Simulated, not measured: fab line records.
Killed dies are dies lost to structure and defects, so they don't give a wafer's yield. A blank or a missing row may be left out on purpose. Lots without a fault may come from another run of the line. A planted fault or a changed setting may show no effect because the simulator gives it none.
Matching of chambers + flow nand-harc + NHARC_A_M1_PRE_CLEAN_32 on pecvd-03: 3 sister chambers
The step time 12 s. 24 wafers are shown with their chamber, then 12 later ones without.

WAFERS, EACH WITH ITS CHAMBER
| wafer  | chamber | heater-power-w (W) |
|--------|---------|--------------------|
| L075.3 | 0       | 379                |
| L075.4 | 2       | 686                |
| L075.6 | 0       | 379                |
| L075.1 | 1       | 707                |
| L075.2 | 2       | 688                |
| L075.5 | 1       | 713                |
| L078.2 | 2       | 524                |
| L078.4 | 0       | 400                |
| L078.6 | 1       | 645                |
| L080.1 | 1       | 719                |
| L080.3 | 0       | 388                |
| L080.6 | 1       | 731                |
| L081.2 | 2       | 614                |
| L081.4 | 1       | 707                |
| L081.5 | 2       | 630                |
| L087.1 | 2       | 592                |
| L087.3 | 0       | 355                |
| L087.6 | 1       | 746                |
| L091.3 | 1       | 724                |
| L091.5 | 1       | 744                |
| L091.6 | 2       | 642                |
| L090.2 | 1       | 746                |
| L090.3 | 0       | 430                |
| L090.4 | 2       | 585                |

SIGNATURES (means of the wafers above)
| reading        | chamber 0 | chamber 1 | chamber 2 | scatter within a chamber |
|----------------|-----------|-----------|-----------|--------------------------|
| heater-power-w | 388.50    | 718.20    | 620.12    | 39.1                     |
Rule: for each reading, subtract the chamber's mean from the wafer's reading, divide by that reading's scatter and square the result; add these up over the readings and take the root, which gives the wafer's distance from the chamber. The wafer belongs to the nearest chamber; if the next one is less than 2 further off, it can't be placed. How the scatter is found: for the shown wafers, subtract from each reading the mean of its chamber, square and add these, divide the total by (wafers less chambers), then take the root.

WAFERS WITH NO CHAMBER GIVEN
| wafer  | heater-power-w (W) |
|--------|--------------------|
| L092.3 | 397                |
| L092.5 | 377                |
| L092.6 | 590                |
| L093.1 | 637                |
| L093.3 | 534                |
| L093.6 | 398                |
| L094.2 | 621                |
| L094.4 | 611                |
| L094.6 | 682                |
| L097.2 | 442                |
| L097.4 | 788                |
| L097.6 | 606                |

CHAMBER TAKEN BY EACH
| wafer  | from the rows above     | in truth |
|--------|-------------------------|----------|
| L092.3 | 0                       | 0        |
| L092.5 | 0                       | 0        |
| L092.6 | 2                       | 2        |
| L093.1 | can't be placed: 2 or 1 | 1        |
| L093.3 | can't be placed: 2 or 0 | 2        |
| L093.6 | 0                       | 0        |
| L094.2 | 2                       | 2        |
| L094.4 | 2                       | 2        |
| L094.6 | can't be placed: 1 or 2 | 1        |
| L097.2 | 0                       | 0        |
| L097.4 | 1                       | 1        |
| L097.6 | 2                       | 2        |
Placed correctly: 9 of 12. These rows do not allow placing 3 (true chamber among the candidates in 3). Number placed wrongly: 0.
